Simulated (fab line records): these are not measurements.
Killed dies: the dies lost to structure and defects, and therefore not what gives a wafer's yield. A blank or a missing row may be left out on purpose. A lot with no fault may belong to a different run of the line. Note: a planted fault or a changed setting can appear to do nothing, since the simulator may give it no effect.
Matching of chambers    flow nand-harc    NHARC_P_M1_DESCUM_14 on rie-diel-06: 4 sister chambers
The step chemistry O2, time 3 s. 36 wafers are shown with their chamber, then 12 later ones without.

## WAFERS WITH THEIR CHAMBER
wafer   chamber  showerhead-plenum-p-Torr (Torr)  drypump-motor-current-A (A)  oes-product-au (a.u.)
L077.2  0        1.89                             5.9                          1.002
L077.5  2        1.84                             5.8                          1.008
L077.6  3        1.88                             6.6                          1.004
L079.1  1        2.01                             5.6                          1.010
L079.5  2        1.84                             5.8                          1.001
L079.6  3        1.88                             6.6                          0.991
L080.3  0        1.89                             6.0                          0.999
L080.4  2        1.84                             5.8                          1.001
L080.5  0        1.89                             6.0                          1.006
L080.1  3        1.88                             6.5                          1.003
L080.2  1        2.01                             5.6                          1.009
L080.6  1        2.01                             5.6                          1.009
L082.1  2        1.84                             5.8                          1.014
L082.4  3        1.88                             6.6                          1.010
L082.5  1        2.01                             5.6                          1.016
L084.3  0        1.89                             6.0                          1.001
L084.5  2        1.84                             5.8                          1.002
L084.6  1        2.01                             5.6                          1.022
L085.4  3        1.88                             6.5                          0.999
L085.5  0        1.89                             6.0                          0.999
L085.6  3        1.88                             6.5                          0.992
L085.1  2        1.84                             5.8                          0.999
L085.2  0        1.89                             6.0                          0.998
L085.3  1        2.01                             5.6                          1.007
L086.3  3        1.88                             6.5                          0.993
L086.4  0        1.89                             6.0                          0.998
L086.5  0        1.89                             5.9                          0.999
L086.1  1        2.01                             5.6                          1.005
L086.2  2        1.84                             5.8                          1.005
L086.6  1        2.01                             5.6                          1.013
L090.3  2        1.83                             5.8                          0.997
L090.4  3        1.88                             6.5                          0.985
L090.6  3        1.88                             6.5                          0.977
L091.2  1        2.01                             5.6                          1.005
L091.5  0        1.89                             5.9                          1.013
L091.6  1        2.01                             5.6                          1.008

SIGNATURES, as means of the wafers listed above
reading                   chamber 0  chamber 1  chamber 2  chamber 3  scatter within a chamber
showerhead-plenum-p-Torr  1.8900     2.0100     1.8388     1.8800     0.00165
drypump-motor-current-A   5.967      5.600      5.800      6.533      0.0354
oes-product-au            1.00167    1.01040    1.00337    0.99489    0.00684
Rule: a wafer's distance from a chamber is the root of the sum, over the readings, of the square of ((its reading less the chamber's mean) divided by the reading's scatter). If the next closest chamber is less than 2 further off than the closest, the wafer can't be placed; otherwise it belongs to the closest. The scatter: the root of (the sum of the squares of (reading less its chamber's mean) over the shown wafers, divided by (wafers less chambers)).

## WAFERS WITHOUT THEIR CHAMBER
wafer   showerhead-plenum-p-Torr (Torr)  drypump-motor-current-A (A)  oes-product-au (a.u.)
L092.1  1.88                             6.5                          0.986
L092.5  1.88                             6.5                          0.986
L092.6  1.89                             6.0                          1.000
L092.2  2.01                             5.6                          1.017
L092.3  1.89                             6.0                          0.999
L092.4  1.83                             5.8                          0.996
L094.1  1.89                             6.0                          0.989
L094.3  1.88                             6.5                          1.000
L094.4  2.01                             5.6                          0.999
L095.1  1.89                             6.0                          0.987
L095.2  1.83                             5.8                          1.007
L095.3  2.01                             5.6                          0.995

## THE CHAMBER EACH PASSED THROUGH
wafer   from the rows above  in truth
L092.1  3                    3
L092.5  3                    3
L092.6  0                    0
L092.2  1                    1
L092.3  0                    0
L092.4  2                    2
L094.1  0                    0
L094.3  3                    3
L094.4  1                    1
L095.1  0                    0
L095.2  2                    2
L095.3  1                    1
Placed correctly: 12 of 12. Can't be placed from these rows: 0. Wrongly placed: 0.
